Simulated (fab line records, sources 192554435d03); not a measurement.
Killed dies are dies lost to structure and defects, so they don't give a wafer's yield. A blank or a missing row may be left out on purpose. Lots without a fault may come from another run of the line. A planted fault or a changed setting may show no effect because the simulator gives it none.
Which tool did it? | flow n5_finfet | 24 lots, 72 wafers sampled, at 5 steps of a route of 1938

WHAT THE GAUGES READ, wafer by wafer
N5_BEOL_M3_THK_MEAS_53: measures by xrf.
lot  | measured     | on            | M3_THK (nm)
L074 | day 7 10:52  | film_metro-01 | 38.1 38.9 42.1
L076 | day 7 12:25  | film_metro-02 | 40.6 41.0 41.8
L075 | day 7 21:55  | film_metro-01 | 40.1 41.6 42.1
L077 | day 8 00:22  | film_metro-02 | 38.8 41.9 39.7
L078 | day 8 02:54  | film_metro-01 | 39.1 41.8 40.0
L079 | day 8 22:02  | film_metro-01 | 38.7 38.1 42.7
L081 | day 9 06:35  | film_metro-01 | 39.0 39.1 38.6
L082 | day 9 12:35  | film_metro-02 | 40.4 39.4 43.2
L080 | day 9 12:51  | film_metro-02 | 39.8 39.0 39.7
L083 | day 9 16:27  | film_metro-01 | 40.0 41.0 41.4
L084 | day 9 20:28  | film_metro-01 | 38.9 41.6 41.0
L085 | day 10 07:40 | film_metro-02 | 40.0 40.3 40.3
L086 | day 10 23:45 | film_metro-01 | 42.7 38.7 40.4
L087 | day 11 03:00 | film_metro-01 | 40.3 41.3 42.8
L088 | day 11 07:23 | film_metro-01 | 38.1 39.8 40.8
L090 | day 11 15:41 | film_metro-01 | 39.2 42.6 43.9
L089 | day 11 18:31 | film_metro-01 | 39.2 41.2 41.1
L091 | day 11 23:01 | film_metro-02 | 38.1 37.2 38.9
L092 | day 12 06:23 | film_metro-02 | 40.6 39.9 40.1
L094 | day 12 10:46 | film_metro-01 | 42.7 42.7 45.9
L093 | day 12 11:10 | film_metro-02 | 39.8 39.1 39.5
L095 | day 12 15:18 | film_metro-01 | 38.2 39.6 39.3
L096 | day 13 05:37 | film_metro-01 | 42.0 43.5 44.6
L097 | day 13 15:55 | film_metro-02 | 35.8 42.1 41.7

WHICH TOOL RAN EACH LOT (tool, then ch and the chambers of the sampled wafers, then the start)
lot  | N5_BEOL_M3_SPUTTER_79        | N5_BEOL_M3_SPUTTER_81        | N5_BEOL_M3_SPUTTER_94        | N5_BEOL_M3_ANNEAL_95
L074 | pvd_sputter-01, day 7 08:32  | pvd_sputter-01, day 7 08:46  | pvd_sputter-01, day 7 09:52  | pvd_sputter-01, day 7 09:56
L076 | pvd_sputter-02, day 7 10:02  | pvd_sputter-02, day 7 10:16  | pvd_sputter-02, day 7 11:22  | pvd_sputter-02, day 7 11:26
L075 | pvd_sputter-01, day 7 19:35  | pvd_sputter-01, day 7 19:48  | pvd_sputter-01, day 7 20:54  | pvd_sputter-01, day 7 20:59
L077 | pvd_sputter-03, day 7 21:58  | pvd_sputter-03, day 7 22:11  | pvd_sputter-03, day 7 23:17  | pvd_sputter-03, day 7 23:22
L078 | pvd_sputter-01, day 8 00:05  | pvd_sputter-01, day 8 00:18  | pvd_sputter-01, day 8 01:24  | pvd_sputter-01, day 8 01:29
L079 | pvd_sputter-01, day 8 16:19  | pvd_sputter-01, day 8 16:32  | pvd_sputter-01, day 8 17:38  | pvd_sputter-01, day 8 17:43
L081 | pvd_sputter-03, day 9 02:34  | pvd_sputter-03, day 9 02:47  | pvd_sputter-03, day 9 03:53  | pvd_sputter-03, day 9 03:58
L082 | pvd_sputter-02, day 9 08:09  | pvd_sputter-02, day 9 08:22  | pvd_sputter-02, day 9 09:28  | pvd_sputter-02, day 9 09:33
L080 | pvd_sputter-03, day 9 08:13  | pvd_sputter-03, day 9 08:26  | pvd_sputter-03, day 9 09:32  | pvd_sputter-03, day 9 09:37
L083 | pvd_sputter-03, day 9 10:56  | pvd_sputter-03, day 9 11:10  | pvd_sputter-03, day 9 12:16  | pvd_sputter-03, day 9 12:20
L084 | pvd_sputter-02, day 9 15:43  | pvd_sputter-02, day 9 15:56  | pvd_sputter-02, day 9 17:02  | pvd_sputter-02, day 9 17:07
L085 | pvd_sputter-02, day 10 05:21 | pvd_sputter-02, day 10 05:34 | pvd_sputter-02, day 10 06:40 | pvd_sputter-02, day 10 06:45
L086 | pvd_sputter-03, day 10 21:25 | pvd_sputter-03, day 10 21:38 | pvd_sputter-03, day 10 22:44 | pvd_sputter-03, day 10 22:49
L087 | pvd_sputter-01, day 11 00:41 | pvd_sputter-01, day 11 00:54 | pvd_sputter-01, day 11 02:00 | pvd_sputter-01, day 11 02:05
L088 | pvd_sputter-03, day 11 05:04 | pvd_sputter-03, day 11 05:17 | pvd_sputter-03, day 11 06:23 | pvd_sputter-03, day 11 06:28
L090 | pvd_sputter-02, day 11 13:17 | pvd_sputter-02, day 11 13:31 | pvd_sputter-02, day 11 14:37 | pvd_sputter-02, day 11 14:41
L089 | pvd_sputter-01, day 11 16:03 | pvd_sputter-01, day 11 16:16 | pvd_sputter-01, day 11 17:22 | pvd_sputter-01, day 11 17:27
L091 | pvd_sputter-03, day 11 20:41 | pvd_sputter-03, day 11 20:55 | pvd_sputter-03, day 11 22:01 | pvd_sputter-03, day 11 22:05
L092 | pvd_sputter-03, day 12 04:04 | pvd_sputter-03, day 12 04:17 | pvd_sputter-03, day 12 05:23 | pvd_sputter-03, day 12 05:28
L094 | pvd_sputter-02, day 12 08:26 | pvd_sputter-02, day 12 08:39 | pvd_sputter-02, day 12 09:45 | pvd_sputter-02, day 12 09:50
L093 | pvd_sputter-01, day 12 08:50 | pvd_sputter-01, day 12 09:03 | pvd_sputter-01, day 12 10:09 | pvd_sputter-01, day 12 10:14
L095 | pvd_sputter-03, day 12 12:58 | pvd_sputter-03, day 12 13:11 | pvd_sputter-03, day 12 14:17 | pvd_sputter-03, day 12 14:22
L096 | pvd_sputter-03, day 13 03:17 | pvd_sputter-03, day 13 03:31 | pvd_sputter-03, day 13 04:37 | pvd_sputter-03, day 13 04:41
L097 | pvd_sputter-02, day 13 13:35 | pvd_sputter-02, day 13 13:49 | pvd_sputter-02, day 13 14:55 | pvd_sputter-02, day 13 14:59
- N5_BEOL_M3_SPUTTER_79: material Cu, target thk 4.5 nm, time 8.29 s.
- N5_BEOL_M3_SPUTTER_81: material Cu, target thk 4.5 nm, time 8.29 s.
- N5_BEOL_M3_SPUTTER_94: material Cu, target thk 4.5 nm, time 8.29 s.
- N5_BEOL_M3_ANNEAL_95: time 240 s.

WHAT THE TOOLS THEMSELVES READ (means of the sampled wafers that have a number; where no wafer has one, the mark that the record gives instead)
N5_BEOL_M3_SPUTTER_79.
lot  | tool           | chuck_gas_flow_sccm (sccm) | chuck_sensor_temp_C (C) | throttle_valve_pct (%)
L074 | pvd_sputter-01 | 1.20                       | -16.1                   | 28.5
L076 | pvd_sputter-02 | 1.27                       | -16.1                   | 30.2
L075 | pvd_sputter-01 | 1.25                       | -16.2                   | 28.7
L077 | pvd_sputter-03 | 1.23                       | -16.0                   | 29.4
L078 | pvd_sputter-01 | 1.24                       | -15.5                   | 29.2
L079 | pvd_sputter-01 | 1.26                       | -16.4                   | 27.9
L081 | pvd_sputter-03 | 1.28                       | -16.0                   | 29.4
L082 | pvd_sputter-02 | 1.29                       | -16.1                   | 30.6
L080 | pvd_sputter-03 | 1.27                       | -16.2                   | 28.6
L083 | pvd_sputter-03 | 1.25                       | -16.3                   | 28.7
L084 | pvd_sputter-02 | 1.31                       | -16.3                   | 30.2
L085 | pvd_sputter-02 | 1.23                       | -16.1                   | 30.2
L086 | pvd_sputter-03 | 1.26                       | -16.1                   | 29.4
L087 | pvd_sputter-01 | 1.29                       | -16.0                   | 28.7
L088 | pvd_sputter-03 | 1.33                       | -16.0                   | 29.4
L090 | pvd_sputter-02 | 1.28                       | -16.1                   | 30.9
L089 | pvd_sputter-01 | 1.20                       | -16.0                   | 28.8
L091 | pvd_sputter-03 | 1.28                       | -16.3                   | 28.9
L092 | pvd_sputter-03 | 1.24                       | -16.1                   | 29.5
L094 | pvd_sputter-02 | 1.27                       | -16.3                   | 29.9
L093 | pvd_sputter-01 | 1.24                       | -15.6                   | 29.1
L095 | pvd_sputter-03 | 1.32                       | -15.9                   | 29.4
L096 | pvd_sputter-03 | 1.27                       | -15.9                   | 30.3
L097 | pvd_sputter-02 | 1.32                       | -16.4                   | 30.1

N5_BEOL_M3_SPUTTER_81.
lot  | tool           | chuck_gas_flow_sccm (sccm) | chuck_sensor_temp_C (C) | throttle_valve_pct (%)
L074 | pvd_sputter-01 | 1.29                       | -16.1                   | 28.8
L076 | pvd_sputter-02 | 1.24                       | -16.1                   | 30.3
L075 | pvd_sputter-01 | 1.24                       | -16.1                   | 28.5
L077 | pvd_sputter-03 | 1.21                       | -16.0                   | 29.4
L078 | pvd_sputter-01 | 1.29                       | -15.4                   | 29.0
L079 | pvd_sputter-01 | 1.27                       | -16.4                   | 27.8
L081 | pvd_sputter-03 | 1.24                       | -15.9                   | 29.4
L082 | pvd_sputter-02 | 1.29                       | -15.9                   | 30.5
L080 | pvd_sputter-03 | 1.22                       | -16.2                   | 28.7
L083 | pvd_sputter-03 | 1.26                       | -16.3                   | 28.6
L084 | pvd_sputter-02 | 1.29                       | -16.3                   | 30.3
L085 | pvd_sputter-02 | 1.27                       | -16.1                   | 30.3
L086 | pvd_sputter-03 | 1.24                       | -16.1                   | 29.5
L087 | pvd_sputter-01 | 1.27                       | -16.0                   | 28.7
L088 | pvd_sputter-03 | 1.27                       | -16.0                   | 29.4
L090 | pvd_sputter-02 | 1.25                       | -16.2                   | 30.8
L089 | pvd_sputter-01 | 1.30                       | -16.1                   | 28.6
L091 | pvd_sputter-03 | 1.31                       | -16.3                   | 28.6
L092 | pvd_sputter-03 | 1.26                       | -16.0                   | 29.4
L094 | pvd_sputter-02 | 1.22                       | -16.2                   | 29.9
L093 | pvd_sputter-01 | 1.21                       | -15.5                   | 29.2
L095 | pvd_sputter-03 | 1.24                       | -15.9                   | 29.5
L096 | pvd_sputter-03 | 1.22                       | -15.9                   | 29.9
L097 | pvd_sputter-02 | 1.23                       | -16.4                   | 30.1

N5_BEOL_M3_SPUTTER_94.
lot  | tool           | chuck_gas_flow_sccm (sccm) | chuck_sensor_temp_C (C) | throttle_valve_pct (%)
L074 | pvd_sputter-01 | 1.31                       | -16.1                   | 28.7
L076 | pvd_sputter-02 | 1.26                       | -16.1                   | 30.3
L075 | pvd_sputter-01 | 1.23                       | -16.1                   | 28.7
L077 | pvd_sputter-03 | 1.27                       | -16.0                   | 29.3
L078 | pvd_sputter-01 | 1.28                       | -15.6                   | 29.3
L079 | pvd_sputter-01 | 1.33                       | -16.5                   | 27.7
L081 | pvd_sputter-03 | 1.22                       | -16.0                   | 29.5
L082 | pvd_sputter-02 | 1.24                       | -16.1                   | 30.5
L080 | pvd_sputter-03 | 1.29                       | -16.3                   | 28.7
L083 | pvd_sputter-03 | 1.28                       | -16.2                   | 28.7
L084 | pvd_sputter-02 | 1.29                       | -16.3                   | 30.0
L085 | pvd_sputter-02 | 1.21                       | -16.1                   | 30.1
L086 | pvd_sputter-03 | 1.26                       | -16.1                   | 29.4
L087 | pvd_sputter-01 | 1.33                       | -16.2                   | 28.6
L088 | pvd_sputter-03 | 1.29                       | -16.0                   | 29.3
L090 | pvd_sputter-02 | 1.24                       | -16.1                   | 30.9
L089 | pvd_sputter-01 | 1.29                       | -16.1                   | 28.6
L091 | pvd_sputter-03 | 1.27                       | -16.2                   | 28.8
L092 | pvd_sputter-03 | 1.21                       | -16.0                   | 29.6
L094 | pvd_sputter-02 | 1.24                       | -16.3                   | 29.9
L093 | pvd_sputter-01 | 1.28                       | -15.6                   | 29.2
L095 | pvd_sputter-03 | 1.28                       | -16.0                   | 29.5
L096 | pvd_sputter-03 | 1.22                       | -15.8                   | 30.1
L097 | pvd_sputter-02 | 1.25                       | -16.3                   | 30.1

N5_BEOL_M3_ANNEAL_95.
lot  | tool           | heater_power_w (W)
L074 | pvd_sputter-01 | 825
L076 | pvd_sputter-02 | 812
L075 | pvd_sputter-01 | 835
L077 | pvd_sputter-03 | 861
L078 | pvd_sputter-01 | 830
L079 | pvd_sputter-01 | 807
L081 | pvd_sputter-03 | 866
L082 | pvd_sputter-02 | 777
L080 | pvd_sputter-03 | 801
L083 | pvd_sputter-03 | 807
L084 | pvd_sputter-02 | 836
L085 | pvd_sputter-02 | 811
L086 | pvd_sputter-03 | 873
L087 | pvd_sputter-01 | 831
L088 | pvd_sputter-03 | 860
L090 | pvd_sputter-02 | 778
L089 | pvd_sputter-01 | 829
L091 | pvd_sputter-03 | 846
L092 | pvd_sputter-03 | 863
L094 | pvd_sputter-02 | 834
L093 | pvd_sputter-01 | 852
L095 | pvd_sputter-03 | 862
L096 | pvd_sputter-03 | 904
L097 | pvd_sputter-02 | 828

THE ANSWER, worked out from the rows above alone
Rule: what is usual is taken from the lots themselves. Put in order of their means at a reading, lots are off if they are a third of the lots or fewer, leave a main group of 4 or more, and stand apart from it by a gap of 3 or more times the standard deviation of the main group's means; of several such gaps the widest counts. A main group whose means are all the same, to the digits that the tables above print for the reading, isn't used. A lot without any number at a reading at which 4 lots or more have one is off too. The other lots that the step has rows for count as sound. The gauges are gone through in route order, then the tools' own readings, and for those a lot's mean is taken as printed above. The first step at which some lot is off is used, and at that step the reading that is off furthest; a lot without a number counts as furthest.
No lot is off at any reading shown: from this, nothing can be told.

WHAT THE SIMULATOR HAD PUT IN
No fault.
